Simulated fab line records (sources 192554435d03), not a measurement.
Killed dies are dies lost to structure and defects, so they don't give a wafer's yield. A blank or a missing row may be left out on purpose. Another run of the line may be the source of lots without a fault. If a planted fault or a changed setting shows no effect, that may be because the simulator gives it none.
The tool behind it: which one?    flow n5 finfet    Sampling: 12 lots, 36 wafers, 6 of 1938 route steps

WHAT THE GAUGES SHOWED, per wafer
N5_BEOL_M11_OVL_MEAS_12.
lot   measured      on          M11_OVL (nm)
L074  day 11 08:49  overlay-01  0.2 0.0 0.4
L078  day 12 09:29  overlay-02  0.3 1.9 1.2
L079  day 13 07:55  overlay-01  0.0 0.2 -0.1
L081  day 13 12:10  overlay-02  0.7 0.6 -0.4
L083  day 14 23:10  overlay-01  -1.4 -1.1 -1.7
L084  day 15 14:55  overlay-02  -0.2 -1.2 -0.1
L086  day 16 02:22  overlay-02  -0.9 -1.0 -1.1
L089  day 16 07:54  overlay-01  -0.6 -0.4 -0.5
L090  day 16 14:58  overlay-02  0.3 -0.2 0.6
L094  day 17 00:55  overlay-02  -1.5 0.1 -0.1
L095  day 17 10:41  overlay-01  0.3 1.1 0.7
L097  day 18 14:14  overlay-02  1.1 0.5 0.5

WHICH TOOL RAN EACH LOT (tool, then ch and the chambers of the sampled wafers, then the start)
lot   N5_BEOL_M9_VIA_ETCH_34              N5_BEOL_M9_CURE_72             N5_BEOL_M9_DEGAS_44           N5_BEOL_M9_SURFACE_TREAT_79   N5_BEOL_M11_HM_DEP_02
L074  rie diel-05 ch 0,3, day 10 20:19    uv cure-03 ch 2, day 10 20:59  pvd sputter-03, day 10 21:22  pvd sputter-03, day 10 22:13  pvd sputter-03, day 11 08:25
L078  rie diel-03 ch 0,1,2, day 11 20:04  uv cure-02 ch 0, day 11 20:32  pvd sputter-03, day 11 21:08  pvd sputter-02, day 11 21:35  pvd sputter-02, day 12 08:55
L079  rie diel-05 ch 0,1,2, day 12 17:59  uv cure-02 ch 2, day 12 18:27  pvd sputter-03, day 12 18:49  pvd sputter-01, day 12 19:12  pvd sputter-03, day 13 07:23
L081  rie diel-05 ch 0,1, day 12 23:03    uv cure-02 ch 2, day 12 23:34  pvd sputter-01, day 12 23:59  pvd sputter-02, day 13 00:26  pvd sputter-01, day 13 11:46
L083  rie diel-03 ch 0,1,2, day 14 05:43  uv cure-01 ch 0, day 14 06:11  pvd sputter-01, day 14 06:40  pvd sputter-03, day 14 07:03  pvd sputter-01, day 14 22:38
L084  rie diel-02 ch 1,2, day 15 02:08    uv cure-02 ch 1, day 15 02:43  pvd sputter-03, day 15 03:05  pvd sputter-03, day 15 03:31  pvd sputter-03, day 15 14:19
L086  rie diel-03 ch 1,3, day 15 10:53    uv cure-03 ch 2, day 15 11:50  pvd sputter-01, day 15 12:08  pvd sputter-03, day 15 13:41  pvd sputter-03, day 16 01:57
L089  rie diel-02 ch 2,3, day 15 13:45    uv cure-03 ch 0, day 15 14:39  pvd sputter-01, day 15 14:58  pvd sputter-03, day 15 15:36  pvd sputter-01, day 16 07:22
L090  rie diel-03 ch 2,3, day 15 21:26    uv cure-03 ch 0, day 15 22:32  pvd sputter-01, day 15 22:53  pvd sputter-01, day 15 23:22  pvd sputter-01, day 16 14:34
L094  rie diel-03 ch 1,2, day 16 10:30    uv cure-02 ch 2, day 16 10:58  pvd sputter-03, day 16 11:40  pvd sputter-03, day 16 12:08  pvd sputter-03, day 17 00:31
L095  rie diel-03 ch 0,2, day 16 18:03    uv cure-03 ch 1, day 16 18:35  pvd sputter-01, day 16 19:21  pvd sputter-02, day 16 21:32  pvd sputter-01, day 17 10:10
L097  rie diel-03 ch 0,1,3, day 18 00:45  uv cure-01 ch 1, day 18 01:13  pvd sputter-03, day 18 01:56  pvd sputter-03, day 18 02:23  pvd sputter-01, day 18 13:50
- N5_BEOL_M9_VIA_ETCH_34: etches SiCOH lowk in C4F6/O2, target depth 182.4 nm, time 68.4 s.
- N5_BEOL_M9_CURE_72: cures SiCOH lowk, time 120 s.
- N5_BEOL_M9_DEGAS_44: time 60 s.
- N5_BEOL_M9_SURFACE_TREAT_79
- N5_BEOL_M11_HM_DEP_02: deposits TiN, target thk 20 nm.

THE ANSWER, worked out from the rows above alone
Rule: what is usual is taken from the lots themselves. The widest of any qualifying gaps counts: lots, ordered by their means at a reading, are off when they make up no more than a third of the lots, leave a main group of 4 or more, and stand apart from it by 3 or more times the standard deviation of that group's means. A main group whose means are all the same, to the digits that the tables above print for the reading, isn't used. A lot without any number at a reading at which 4 lots or more have one is off too. All remaining lots with rows at the step are treated as sound.
Across all readings shown, no lot is off: no conclusion can be drawn from this.

WHAT HAD BEEN PUT IN BY THE SIMULATOR
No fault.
